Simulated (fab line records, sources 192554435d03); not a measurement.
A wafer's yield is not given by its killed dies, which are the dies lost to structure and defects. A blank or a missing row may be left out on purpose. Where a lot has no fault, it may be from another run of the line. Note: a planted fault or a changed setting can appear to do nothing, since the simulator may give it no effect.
Chamber matching || flow n5Finfet || N5_BEOL_M0_SAQP_HM_DEP_111 on pecvd-02: 3 sister chambers
The step deposits SiO2 from SiH4/N2O, target thk 12 nm, time 7.2 s. 27 wafers are shown with their chamber, then 12 later ones without.

## WAFERS, EACH WITH ITS CHAMBER
{"wafer": "L075.2", "chamber": 0, "heaterPowerW (W)": 739, "showerheadPlenumPTorr (Torr)": 8.18, "rfFwdPowerW (W)": 270.4}
{"wafer": "L075.4", "chamber": 2, "heaterPowerW (W)": 659, "showerheadPlenumPTorr (Torr)": 8.18, "rfFwdPowerW (W)": 272.0}
{"wafer": "L075.6", "chamber": 1, "heaterPowerW (W)": 917, "showerheadPlenumPTorr (Torr)": 8.14, "rfFwdPowerW (W)": 273.5}
{"wafer": "L077.1", "chamber": 2, "heaterPowerW (W)": 580, "showerheadPlenumPTorr (Torr)": 8.18, "rfFwdPowerW (W)": 272.9}
{"wafer": "L077.3", "chamber": 1, "heaterPowerW (W)": 827, "showerheadPlenumPTorr (Torr)": 8.13, "rfFwdPowerW (W)": 272.8}
{"wafer": "L077.6", "chamber": 1, "heaterPowerW (W)": 823, "showerheadPlenumPTorr (Torr)": 8.15, "rfFwdPowerW (W)": 273.6}
{"wafer": "L078.3", "chamber": 2, "heaterPowerW (W)": 616, "showerheadPlenumPTorr (Torr)": 8.18, "rfFwdPowerW (W)": 273.1}
{"wafer": "L078.4", "chamber": 1, "heaterPowerW (W)": 905, "showerheadPlenumPTorr (Torr)": 8.17, "rfFwdPowerW (W)": 273.4}
{"wafer": "L078.5", "chamber": 0, "heaterPowerW (W)": 786, "showerheadPlenumPTorr (Torr)": 8.18, "rfFwdPowerW (W)": 272.0}
{"wafer": "L079.3", "chamber": 1, "heaterPowerW (W)": 849, "showerheadPlenumPTorr (Torr)": 8.15, "rfFwdPowerW (W)": 273.4}
{"wafer": "L079.4", "chamber": 0, "heaterPowerW (W)": 844, "showerheadPlenumPTorr (Torr)": 8.18, "rfFwdPowerW (W)": 272.0}
{"wafer": "L079.6", "chamber": 2, "heaterPowerW (W)": 642, "showerheadPlenumPTorr (Torr)": 8.18, "rfFwdPowerW (W)": 272.4}
{"wafer": "L080.1", "chamber": 1, "heaterPowerW (W)": 892, "showerheadPlenumPTorr (Torr)": 8.17, "rfFwdPowerW (W)": 271.8}
{"wafer": "L080.3", "chamber": 0, "heaterPowerW (W)": 804, "showerheadPlenumPTorr (Torr)": 8.19, "rfFwdPowerW (W)": 273.0}
{"wafer": "L080.6", "chamber": 1, "heaterPowerW (W)": 923, "showerheadPlenumPTorr (Torr)": 8.15, "rfFwdPowerW (W)": 271.9}
{"wafer": "L081.2", "chamber": 2, "heaterPowerW (W)": 612, "showerheadPlenumPTorr (Torr)": 8.19, "rfFwdPowerW (W)": 273.3}
{"wafer": "L081.3", "chamber": 0, "heaterPowerW (W)": 739, "showerheadPlenumPTorr (Torr)": 8.18, "rfFwdPowerW (W)": 272.5}
{"wafer": "L081.5", "chamber": 2, "heaterPowerW (W)": 608, "showerheadPlenumPTorr (Torr)": 8.18, "rfFwdPowerW (W)": 272.2}
{"wafer": "L082.1", "chamber": 2, "heaterPowerW (W)": 640, "showerheadPlenumPTorr (Torr)": 8.17, "rfFwdPowerW (W)": 272.5}
{"wafer": "L082.2", "chamber": 1, "heaterPowerW (W)": 822, "showerheadPlenumPTorr (Torr)": 8.16, "rfFwdPowerW (W)": 271.4}
{"wafer": "L082.4", "chamber": 2, "heaterPowerW (W)": 638, "showerheadPlenumPTorr (Torr)": 8.19, "rfFwdPowerW (W)": 272.8}
{"wafer": "L087.1", "chamber": 1, "heaterPowerW (W)": 875, "showerheadPlenumPTorr (Torr)": 8.16, "rfFwdPowerW (W)": 272.9}
{"wafer": "L087.3", "chamber": 0, "heaterPowerW (W)": 856, "showerheadPlenumPTorr (Torr)": 8.16, "rfFwdPowerW (W)": 271.1}
{"wafer": "L087.6", "chamber": 1, "heaterPowerW (W)": 873, "showerheadPlenumPTorr (Torr)": 8.14, "rfFwdPowerW (W)": 272.7}
{"wafer": "L089.2", "chamber": 0, "heaterPowerW (W)": 849, "showerheadPlenumPTorr (Torr)": 8.18, "rfFwdPowerW (W)": 271.8}
{"wafer": "L089.3", "chamber": 1, "heaterPowerW (W)": 874, "showerheadPlenumPTorr (Torr)": 8.13, "rfFwdPowerW (W)": 272.9}
{"wafer": "L089.4", "chamber": 1, "heaterPowerW (W)": 876, "showerheadPlenumPTorr (Torr)": 8.15, "rfFwdPowerW (W)": 272.5}

SIGNATURES (means of the wafers above)
{"reading": "heaterPowerW", "chamber 0": 802.43, "chamber 1": 871.33, "chamber 2": 624.38, "scatter within a chamber": 37.1}
{"reading": "showerheadPlenumPTorr", "chamber 0": 8.1786, "chamber 1": 8.1500, "chamber 2": 8.1813, "scatter within a chamber": 0.0107}
{"reading": "rfFwdPowerW", "chamber 0": 271.829, "chamber 1": 272.733, "chamber 2": 272.650, "scatter within a chamber": 0.694}
Rule: a wafer's distance from a chamber is the root of the sum, over the readings, of the square of ((its reading less the chamber's mean) divided by the reading's scatter). If the next closest chamber is less than 2 further off than the closest, the wafer can't be placed; otherwise it belongs to the closest. The scatter: take each reading less its chamber's mean, square it, sum over the shown wafers, divide by the number of wafers less the number of chambers, and take the root.

## WAFERS WITHOUT THEIR CHAMBER
{"wafer": "L092.3", "heaterPowerW (W)": 837, "showerheadPlenumPTorr (Torr)": 8.19, "rfFwdPowerW (W)": 271.1}
{"wafer": "L092.4", "heaterPowerW (W)": 864, "showerheadPlenumPTorr (Torr)": 8.14, "rfFwdPowerW (W)": 273.8}
{"wafer": "L092.6", "heaterPowerW (W)": 868, "showerheadPlenumPTorr (Torr)": 8.15, "rfFwdPowerW (W)": 274.6}
{"wafer": "L093.1", "heaterPowerW (W)": 886, "showerheadPlenumPTorr (Torr)": 8.13, "rfFwdPowerW (W)": 274.4}
{"wafer": "L093.2", "heaterPowerW (W)": 824, "showerheadPlenumPTorr (Torr)": 8.18, "rfFwdPowerW (W)": 270.7}
{"wafer": "L093.4", "heaterPowerW (W)": 916, "showerheadPlenumPTorr (Torr)": 8.16, "rfFwdPowerW (W)": 274.3}
{"wafer": "L096.2", "heaterPowerW (W)": 752, "showerheadPlenumPTorr (Torr)": 8.19, "rfFwdPowerW (W)": 273.3}
{"wafer": "L096.3", "heaterPowerW (W)": 735, "showerheadPlenumPTorr (Torr)": 8.17, "rfFwdPowerW (W)": 272.4}
{"wafer": "L096.4", "heaterPowerW (W)": 606, "showerheadPlenumPTorr (Torr)": 8.19, "rfFwdPowerW (W)": 272.7}
{"wafer": "L097.2", "heaterPowerW (W)": 634, "showerheadPlenumPTorr (Torr)": 8.20, "rfFwdPowerW (W)": 273.6}
{"wafer": "L097.4", "heaterPowerW (W)": 843, "showerheadPlenumPTorr (Torr)": 8.19, "rfFwdPowerW (W)": 272.4}
{"wafer": "L097.5", "heaterPowerW (W)": 859, "showerheadPlenumPTorr (Torr)": 8.17, "rfFwdPowerW (W)": 272.9}

## THE CHAMBER EACH PASSED THROUGH
{"wafer": "L092.3", "from the rows above": 0, "in truth": 0}
{"wafer": "L092.4", "from the rows above": 1, "in truth": 1}
{"wafer": "L092.6", "from the rows above": 1, "in truth": 1}
{"wafer": "L093.1", "from the rows above": 1, "in truth": 1}
{"wafer": "L093.2", "from the rows above": 0, "in truth": 0}
{"wafer": "L093.4", "from the rows above": 1, "in truth": 1}
{"wafer": "L096.2", "from the rows above": "can't be placed: 0 or 2", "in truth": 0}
{"wafer": "L096.3", "from the rows above": "can't be placed: 0 or 2 or 1", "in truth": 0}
{"wafer": "L096.4", "from the rows above": 2, "in truth": 2}
{"wafer": "L097.2", "from the rows above": 2, "in truth": 2}
{"wafer": "L097.4", "from the rows above": 0, "in truth": 0}
{"wafer": "L097.5", "from the rows above": "can't be placed: 1 or 0", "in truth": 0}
Placed correctly: 9 of 12. These rows do not allow placing 3 (true chamber among the candidates in 3). Wrongly placed: 0.
